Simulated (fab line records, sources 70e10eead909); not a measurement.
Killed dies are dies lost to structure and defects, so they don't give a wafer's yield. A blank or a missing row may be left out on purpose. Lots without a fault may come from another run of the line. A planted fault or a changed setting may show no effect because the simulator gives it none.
Chamber matching | flow nand_harc | NHARC_P_M0_DESCUM_14 on rie_diel-02: 4 sister chambers
The step chemistry O2, time 3 s. 16 wafers are shown with their chamber, then 8 later ones without.

WAFERS WITH THEIR CHAMBER
wafer  | chamber | drypump_motor_current_A (A) | oes_product_au (a.u.) | rf_vpp_V (V)
L076.1 | 0       | 6.0                         | 1.002                 | 58.0
L076.3 | 1       | 5.5                         | 1.011                 | 57.5
L076.4 | 3       | 5.5                         | 1.004                 | 58.0
L077.1 | 2       | 5.8                         | 0.990                 | 57.9
L077.4 | 3       | 5.5                         | 0.997                 | 58.1
L077.6 | 3       | 5.5                         | 1.001                 | 58.6
L078.1 | 2       | 5.8                         | 0.998                 | 58.7
L078.4 | 0       | 6.0                         | 0.998                 | 57.9
L078.5 | 0       | 6.0                         | 0.999                 | 57.1
L079.4 | 0       | 6.0                         | 1.007                 | 57.9
L079.5 | 0       | 6.1                         | 1.004                 | 60.0
L079.6 | 1       | 5.5                         | 0.999                 | 58.9
L083.3 | 0       | 6.0                         | 1.007                 | 57.0
L083.5 | 2       | 5.8                         | 0.999                 | 59.8
L083.6 | 3       | 5.5                         | 0.999                 | 57.8
L088.2 | 0       | 6.0                         | 1.013                 | 58.2

SIGNATURES (means of the wafers above)
reading                 | chamber 0 | chamber 1 | chamber 2 | chamber 3 | scatter within a chamber
drypump_motor_current_A | 6.014     | 5.500     | 5.800     | 5.500     | 0.0267
oes_product_au          | 1.00429   | 1.00500   | 0.99567   | 1.00025   | 0.00509
rf_vpp_V                | 58.014    | 58.200    | 58.800    | 58.125    | 0.867
Rule: a wafer's distance from a chamber is the root of the sum, over the readings, of the square of ((its reading less the chamber's mean) divided by the reading's scatter). The wafer belongs to the nearest chamber; if the next one is less than 2 further off, it can't be placed. The scatter: the root of (the sum of the squares of (reading less its chamber's mean) over the shown wafers, divided by (wafers less chambers)).

WAFERS WITHOUT THEIR CHAMBER
wafer  | drypump_motor_current_A (A) | oes_product_au (a.u.) | rf_vpp_V (V)
L088.5 | 5.5                         | 0.991                 | 57.3
L088.6 | 6.0                         | 1.003                 | 56.6
L086.2 | 5.5                         | 1.003                 | 58.3
L086.4 | 6.0                         | 1.007                 | 56.1
L086.6 | 5.5                         | 1.004                 | 56.4
L092.2 | 5.5                         | 0.998                 | 58.8
L092.5 | 6.0                         | 1.009                 | 57.4
L092.6 | 5.5                         | 1.000                 | 55.7

WHICH CHAMBER EACH WENT THROUGH
wafer  | from the rows above     | in truth
L088.5 | can't be placed: 3 or 1 | 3
L088.6 | 0                       | 0
L086.2 | can't be placed: 1 or 3 | 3
L086.4 | 0                       | 0
L086.6 | can't be placed: 1 or 3 | 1
L092.2 | can't be placed: 3 or 1 | 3
L092.5 | 0                       | 0
L092.6 | can't be placed: 3 or 1 | 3
Placed correctly: 3 of 8. Can't be placed from these rows: 5 (the true chamber is among the candidates in 5). Placed wrongly: 0.
